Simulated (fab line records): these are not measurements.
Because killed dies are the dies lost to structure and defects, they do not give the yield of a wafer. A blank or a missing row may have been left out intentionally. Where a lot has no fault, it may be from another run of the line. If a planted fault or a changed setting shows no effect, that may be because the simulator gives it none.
Matching of chambers || flow n5_finfet || N5_BEOL_M1_DESCUM_16 on rie_diel-01: 4 sister chambers
The step chemistry O2, time 7 s. 16 wafers are shown with their chamber, then 8 later ones without.

WAFERS, EACH WITH ITS CHAMBER
{"wafer": "L078.1", "chamber": 3, "drypump_motor_current_A (A)": 6.1, "throttle_valve_pct (%)": 21.09, "showerhead_plenum_p_Torr (Torr)": 2.01}
{"wafer": "L078.3", "chamber": 0, "drypump_motor_current_A (A)": 6.4, "throttle_valve_pct (%)": 20.33, "showerhead_plenum_p_Torr (Torr)": 2.10}
{"wafer": "L078.6", "chamber": 2, "drypump_motor_current_A (A)": 6.1, "throttle_valve_pct (%)": 20.12, "showerhead_plenum_p_Torr (Torr)": 2.18}
{"wafer": "L077.1", "chamber": 3, "drypump_motor_current_A (A)": 6.0, "throttle_valve_pct (%)": 21.08, "showerhead_plenum_p_Torr (Torr)": 2.01}
{"wafer": "L077.4", "chamber": 1, "drypump_motor_current_A (A)": 5.3, "throttle_valve_pct (%)": 20.41, "showerhead_plenum_p_Torr (Torr)": 1.98}
{"wafer": "L077.6", "chamber": 2, "drypump_motor_current_A (A)": 6.1, "throttle_valve_pct (%)": 20.12, "showerhead_plenum_p_Torr (Torr)": 2.19}
{"wafer": "L079.1", "chamber": 1, "drypump_motor_current_A (A)": 5.3, "throttle_valve_pct (%)": 20.42, "showerhead_plenum_p_Torr (Torr)": 1.98}
{"wafer": "L079.2", "chamber": 0, "drypump_motor_current_A (A)": 6.4, "throttle_valve_pct (%)": 20.34, "showerhead_plenum_p_Torr (Torr)": 2.10}
{"wafer": "L079.3", "chamber": 3, "drypump_motor_current_A (A)": 6.1, "throttle_valve_pct (%)": 21.09, "showerhead_plenum_p_Torr (Torr)": 2.01}
{"wafer": "L088.1", "chamber": 0, "drypump_motor_current_A (A)": 6.4, "throttle_valve_pct (%)": 20.36, "showerhead_plenum_p_Torr (Torr)": 2.09}
{"wafer": "L088.2", "chamber": 3, "drypump_motor_current_A (A)": 6.1, "throttle_valve_pct (%)": 21.11, "showerhead_plenum_p_Torr (Torr)": 2.00}
{"wafer": "L088.5", "chamber": 1, "drypump_motor_current_A (A)": 5.3, "throttle_valve_pct (%)": 20.44, "showerhead_plenum_p_Torr (Torr)": 1.97}
{"wafer": "L087.3", "chamber": 0, "drypump_motor_current_A (A)": 6.4, "throttle_valve_pct (%)": 20.35, "showerhead_plenum_p_Torr (Torr)": 2.09}
{"wafer": "L087.4", "chamber": 0, "drypump_motor_current_A (A)": 6.4, "throttle_valve_pct (%)": 20.36, "showerhead_plenum_p_Torr (Torr)": 2.09}
{"wafer": "L087.5", "chamber": 3, "drypump_motor_current_A (A)": 6.0, "throttle_valve_pct (%)": 21.14, "showerhead_plenum_p_Torr (Torr)": 2.00}
{"wafer": "L089.1", "chamber": 2, "drypump_motor_current_A (A)": 6.1, "throttle_valve_pct (%)": 20.14, "showerhead_plenum_p_Torr (Torr)": 2.18}

SIGNATURES, as means of the wafers listed above
{"reading": "drypump_motor_current_A", "chamber 0": 6.400, "chamber 1": 5.300, "chamber 2": 6.100, "chamber 3": 6.060, "scatter within a chamber": 0.0316}
{"reading": "throttle_valve_pct", "chamber 0": 20.3480, "chamber 1": 20.4233, "chamber 2": 20.1267, "chamber 3": 21.1020, "scatter within a chamber": 0.0175}
{"reading": "showerhead_plenum_p_Torr", "chamber 0": 2.0940, "chamber 1": 1.9767, "chamber 2": 2.1833, "chamber 3": 2.0060, "scatter within a chamber": 0.00558}
Rule: a wafer lies at a distance from a chamber equal to the root of the sum of squares, over the readings, of (its reading less the chamber's mean, divided by the reading's scatter). The wafer belongs to the nearest chamber; if the next one is less than 2 further off, it can't be placed. The scatter: the root of (the sum of the squares of (reading less its chamber's mean) over the shown wafers, divided by (wafers less chambers)).

WAFERS MISSING THEIR CHAMBER
{"wafer": "L089.4", "drypump_motor_current_A (A)": 6.4, "throttle_valve_pct (%)": 20.37, "showerhead_plenum_p_Torr (Torr)": 2.09}
{"wafer": "L089.6", "drypump_motor_current_A (A)": 6.4, "throttle_valve_pct (%)": 20.36, "showerhead_plenum_p_Torr (Torr)": 2.09}
{"wafer": "L090.1", "drypump_motor_current_A (A)": 6.1, "throttle_valve_pct (%)": 21.13, "showerhead_plenum_p_Torr (Torr)": 2.00}
{"wafer": "L090.2", "drypump_motor_current_A (A)": 6.1, "throttle_valve_pct (%)": 20.15, "showerhead_plenum_p_Torr (Torr)": 2.18}
{"wafer": "L090.3", "drypump_motor_current_A (A)": 5.3, "throttle_valve_pct (%)": 20.45, "showerhead_plenum_p_Torr (Torr)": 1.97}
{"wafer": "L095.1", "drypump_motor_current_A (A)": 6.0, "throttle_valve_pct (%)": 21.13, "showerhead_plenum_p_Torr (Torr)": 2.00}
{"wafer": "L095.2", "drypump_motor_current_A (A)": 5.3, "throttle_valve_pct (%)": 20.47, "showerhead_plenum_p_Torr (Torr)": 1.97}
{"wafer": "L095.5", "drypump_motor_current_A (A)": 5.3, "throttle_valve_pct (%)": 20.47, "showerhead_plenum_p_Torr (Torr)": 1.97}

WHICH CHAMBER EACH ONE RAN IN
{"wafer": "L089.4", "from the rows above": 0, "in truth": 0}
{"wafer": "L089.6", "from the rows above": 0, "in truth": 0}
{"wafer": "L090.1", "from the rows above": 3, "in truth": 3}
{"wafer": "L090.2", "from the rows above": 2, "in truth": 2}
{"wafer": "L090.3", "from the rows above": 1, "in truth": 1}
{"wafer": "L095.1", "from the rows above": 3, "in truth": 3}
{"wafer": "L095.2", "from the rows above": 1, "in truth": 1}
{"wafer": "L095.5", "from the rows above": 1, "in truth": 1}
Placed correctly: 8 of 8. Number that these rows cannot place: 0. 0 placed wrongly.
